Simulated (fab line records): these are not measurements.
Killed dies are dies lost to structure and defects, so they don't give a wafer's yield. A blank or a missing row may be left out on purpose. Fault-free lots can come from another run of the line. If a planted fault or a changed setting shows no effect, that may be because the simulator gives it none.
The same fault as seen by 2 desks / flow nand-harc / numbers are kept per desk, each desk with only its own; the story behind them comes last

FOR THE TOOL OWNER'S DESK: krf-scanner-04
The tool's own readings at NHARC_P_STI_EXPOSE_06 (exposes mask P STI, target cd 200 nm): means of the sampled wafers that have a number, for each lot that ran on this tool. The brackets show how far a lot's mean lies from the usual mean; more than 4 standard deviations puts the lot out of limits, marked OUT.
Columns: A = exposure-dose-mJ-cm2 at NHARC_P_STI_EXPOSE_06, usual 37.67; B = focus-offset-nm at NHARC_P_STI_EXPOSE_06, usual -0.1 nm
lot=L917; first seen here=day 2 15:35; A=37.62; B=0.0
lot=L920; first seen here=day 3 02:26; A=37.66; B=-0.8
lot=L922; first seen here=day 3 16:44; A=37.63; B=-0.1
lot=L925; first seen here=day 4 13:12; A=37.67; B=-0.2
lot=L933; first seen here=day 6 12:24; A=25.46 (-99 or more) OUT; B=-0.1
lot=L934; first seen here=day 6 17:07; A=27.90 (-99 or more) OUT; B=-0.1
lot=L936; first seen here=day 7 04:44; A=29.16 (-99 or more) OUT; B=0.6
Finding of this desk: L933, L934, L936 out of limits; the first was L933 at day 6 12:24, on exposure-dose-mJ-cm2 at NHARC_P_STI_EXPOSE_06. Within limits: L917, L920, L922, L925.

AT THE METROLOGY DESK
What the gauges read for every lot (on any tool): the sampled wafers with a number, averaged. The brackets show how far a lot's mean lies from the usual mean; more than 4 standard deviations puts the lot out of limits, marked OUT.
Columns: A = cd-nm at NHARC_P_STI_CD_MEAS_09, usual 199.8 nm; B = overlay-x-nm at NHARC_P_STI_OVL_MEAS_10, usual 0 nm; C = overlay-y-nm at NHARC_P_STI_OVL_MEAS_10, usual -2 nm; D = trench-foot-cd-nm at NHARC_P_STI_OCD_MEAS_17, usual 157.4 nm
lot=L917; first seen here=day 2 15:44; A=201.1; B=-3; C=3; D=158.2
lot=L920; first seen here=day 3 02:35; A=201.6; B=4; C=-2; D=159.8
lot=L922; first seen here=day 3 16:53; A=198.1; B=14; C=2; D=155.6
lot=L925; first seen here=day 4 13:21; A=199.3; B=3; C=-4; D=157.2
lot=L926; first seen here=day 4 18:38; A=200.3; B=-8; C=-1; D=157.5
lot=L933; first seen here=day 6 12:33; A=114.5 (-47) OUT; B=4; C=9; D=72.3 (-47) OUT
lot=L934; first seen here=day 6 17:16; A=134.4 (-36) OUT; B=2; C=-1; D=91.8 (-36) OUT
lot=L936; first seen here=day 7 04:53; A=144.9 (-31) OUT; B=2; C=-9; D=101.9 (-31) OUT
lot=L938; first seen here=day 7 17:17; A=198.2; B=-5; C=1; D=155.9
lot=L939; first seen here=day 7 23:02; A=199.3; B=4; C=-8; D=156.4
lot=L940; first seen here=day 8 06:07; A=199.6; B=2; C=8; D=157.8
Finding of this desk: L933, L934, L936 out of limits; the first was L933 at day 6 12:33, on cd-nm at NHARC_P_STI_CD_MEAS_09. Within limits: L917, L920, L922, L925, L926, L938, L939, L940.

BROUGHT TOGETHER
At day 6 12:24, on L933, L934, L936, the tool owner's desk was in a position to raise an alarm.
At day 6 12:33 the metrology desk could have sounded an alarm, on L933, L934, L936.
Every lot named ran NHARC_P_STI_EXPOSE_06 on krf-scanner-04.

WHAT THE SIMULATOR PUT IN
Process parameter drift: krf-scanner-04, from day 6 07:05 on, at NHARC_P_STI_EXPOSE_06. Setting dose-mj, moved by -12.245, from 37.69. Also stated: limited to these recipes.
Shown lots that were struck: L933, L934, L936.
Counting hours from when the fault started, the first reading out of limits came at 5 for the tool owner's desk and at 5 for the metrology desk.
